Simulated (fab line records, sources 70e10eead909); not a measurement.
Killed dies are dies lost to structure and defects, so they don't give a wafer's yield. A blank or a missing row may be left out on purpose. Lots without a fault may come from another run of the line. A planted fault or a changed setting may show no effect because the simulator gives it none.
Chamber matching | flow nand_harc | NHARC_A_STAIRCASE_STRIP_476 on rie_diel-08: 4 sister chambers
The step strips in O2, time 20 s. 20 wafers are shown with their chamber, then 10 later ones without.

WAFERS WITH THEIR CHAMBER
wafer  | chamber | drypump_motor_current_A (A) | showerhead_plenum_p_Torr (Torr) | oes_product_au (a.u.)
L074.1 | 1       | 6.5                         | 3.45                            | 1.006
L074.2 | 0       | 4.8                         | 3.80                            | 0.993
L074.5 | 2       | 5.5                         | 3.56                            | 1.000
L076.1 | 2       | 5.5                         | 3.56                            | 0.991
L076.2 | 3       | 6.3                         | 3.77                            | 0.982
L076.3 | 0       | 4.9                         | 3.80                            | 0.992
L076.4 | 1       | 6.5                         | 3.45                            | 1.000
L076.5 | 3       | 6.3                         | 3.77                            | 0.989
L076.6 | 2       | 5.5                         | 3.56                            | 0.992
L079.3 | 1       | 6.5                         | 3.44                            | 1.002
L079.4 | 2       | 5.6                         | 3.55                            | 1.005
L079.5 | 1       | 6.5                         | 3.44                            | 1.013
L082.1 | 2       | 5.5                         | 3.55                            | 0.995
L082.5 | 1       | 6.5                         | 3.44                            | 1.015
L082.6 | 0       | 4.8                         | 3.79                            | 1.008
L084.1 | 3       | 6.3                         | 3.75                            | 0.982
L084.3 | 0       | 4.8                         | 3.78                            | 0.992
L084.6 | 3       | 6.3                         | 3.75                            | 0.986
L084.2 | 1       | 6.5                         | 3.43                            | 1.002
L084.4 | 2       | 5.5                         | 3.54                            | 0.995

SIGNATURES (means of the wafers above)
reading                  | chamber 0 | chamber 1 | chamber 2 | chamber 3 | scatter within a chamber
drypump_motor_current_A  | 4.825     | 6.500     | 5.517     | 6.300     | 0.0315
showerhead_plenum_p_Torr | 3.7925    | 3.4417    | 3.5533    | 3.7600    | 0.00898
oes_product_au           | 0.99625   | 1.00633   | 0.99633   | 0.98475   | 0.0059
Rule: a wafer's distance from a chamber is the root of the sum, over the readings, of the square of ((its reading less the chamber's mean) divided by the reading's scatter). The wafer belongs to the nearest chamber; if the next one is less than 2 further off, it can't be placed. The scatter: the root of (the sum of the squares of (reading less its chamber's mean) over the shown wafers, divided by (wafers less chambers)).

WAFERS WITHOUT THEIR CHAMBER
wafer  | drypump_motor_current_A (A) | showerhead_plenum_p_Torr (Torr) | oes_product_au (a.u.)
L084.5 | 4.9                         | 3.78                            | 1.006
L086.1 | 6.3                         | 3.75                            | 0.979
L086.4 | 4.8                         | 3.78                            | 0.996
L086.5 | 6.3                         | 3.75                            | 0.991
L087.1 | 4.9                         | 3.77                            | 1.005
L087.2 | 6.3                         | 3.74                            | 0.998
L087.3 | 6.5                         | 3.42                            | 1.003
L095.1 | 6.3                         | 3.73                            | 0.989
L095.3 | 5.5                         | 3.53                            | 1.015
L095.4 | 6.5                         | 3.42                            | 1.027

WHICH CHAMBER EACH WENT THROUGH
wafer  | from the rows above | in truth
L084.5 | 0                   | 0
L086.1 | 3                   | 3
L086.4 | 0                   | 0
L086.5 | 3                   | 3
L087.1 | 0                   | 0
L087.2 | 3                   | 3
L087.3 | 1                   | 1
L095.1 | 3                   | 3
L095.3 | 2                   | 2
L095.4 | 1                   | 1
Placed correctly: 10 of 10. Can't be placed from these rows: 0. Placed wrongly: 0.
